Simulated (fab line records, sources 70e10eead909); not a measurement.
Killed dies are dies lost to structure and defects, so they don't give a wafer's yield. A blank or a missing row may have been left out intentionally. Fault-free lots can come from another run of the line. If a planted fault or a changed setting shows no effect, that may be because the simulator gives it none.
Which tool did it? ; flow nand harc ; 7 lots, 21 wafers sampled, at 3 steps of a route of 1302

## WHAT THE GAUGES READ, wafer by wafer
NHARC_THIN_TSV_CD_MEAS_12: target cd 1000 nm.
lot;measured;on;cd nm (nm)
L813;day 25 12:39;cd sem-02;1002.6 1001.2 1001.4
L817;day 25 16:08;cd sem-03;1001.6 1000.9 1002.7
L825;day 28 14:01;cd sem-01;- - -
L827;day 29 11:28;cd sem-03;1000.7 999.6 1000.3
L828;day 30 05:08;cd sem-01;1003.3 1003.7 1002.3
L829;day 30 16:01;cd sem-02;1000.4 1000.4 1000.5
L835;day 32 20:09;cd sem-01;1002.6 1000.9 998.1

## TOOL THAT RAN EACH LOT (tool first, then ch and the chambers of the sampled wafers, then the start)
lot;NHARC_HYBRID_BOND_ACTIVATE_00;NHARC_THIN_TSV_EXPOSE_09
L813;rie diel-06 ch 2,3, day 23 15:54;krf scanner-02 ch 0, day 25 12:29
L817;rie diel-05 ch 2,3, day 24 21:49;krf scanner-04 ch 0, day 25 15:59
L825;rie diel-06 ch 0,1,2, day 28 01:59;krf scanner-02, day 28 13:52
L827;rie diel-09 ch 1,2,3, day 28 21:05;krf scanner-01 ch 0, day 29 11:19
L828;rie diel-06 ch 0,2,3, day 29 16:50;krf scanner-02 ch 0, day 30 04:59
L829;rie diel-09 ch 0,2,3, day 30 04:53;krf scanner-04 ch 0, day 30 15:52
L835;rie diel-06 ch 0,3, day 32 06:44;krf scanner-01 ch 0, day 32 20:00
- NHARC_HYBRID_BOND_ACTIVATE_00: chemistry N2, time 60 s.
- NHARC_THIN_TSV_EXPOSE_09: exposes mask TSV.

## THE ANSWER, worked out from the rows above alone
Rule: the usual values come from the lots themselves. Put in order of their means at a reading, lots are off if they are a third of the lots or fewer, leave a main group of 4 or more, and stand apart from it by a gap of 3 or more times the standard deviation of the main group's means; of several such gaps the widest counts. A main group whose means are all the same, to the digits that the tables above print for the reading, isn't used. Also off: a lot with no number at a reading for which 4 or more lots have one. Any other lot the step has rows for is counted as sound.
Off, at NHARC_THIN_TSV_CD_MEAS_12 on cd nm: L825. Without a number there: L825. The main group has a mean of 1001.3 nm with a standard deviation of 1.
If a tool, at a process step before that reading, ran all the lots that are off and no sound lot after the first of them, it fits. Gauges at NHARC_THIN_TSV_CD_MEAS_12: tried the same way as those tools. Not one of the candidates tried fits.

## WHAT WAS PUT IN BY THE SIMULATOR
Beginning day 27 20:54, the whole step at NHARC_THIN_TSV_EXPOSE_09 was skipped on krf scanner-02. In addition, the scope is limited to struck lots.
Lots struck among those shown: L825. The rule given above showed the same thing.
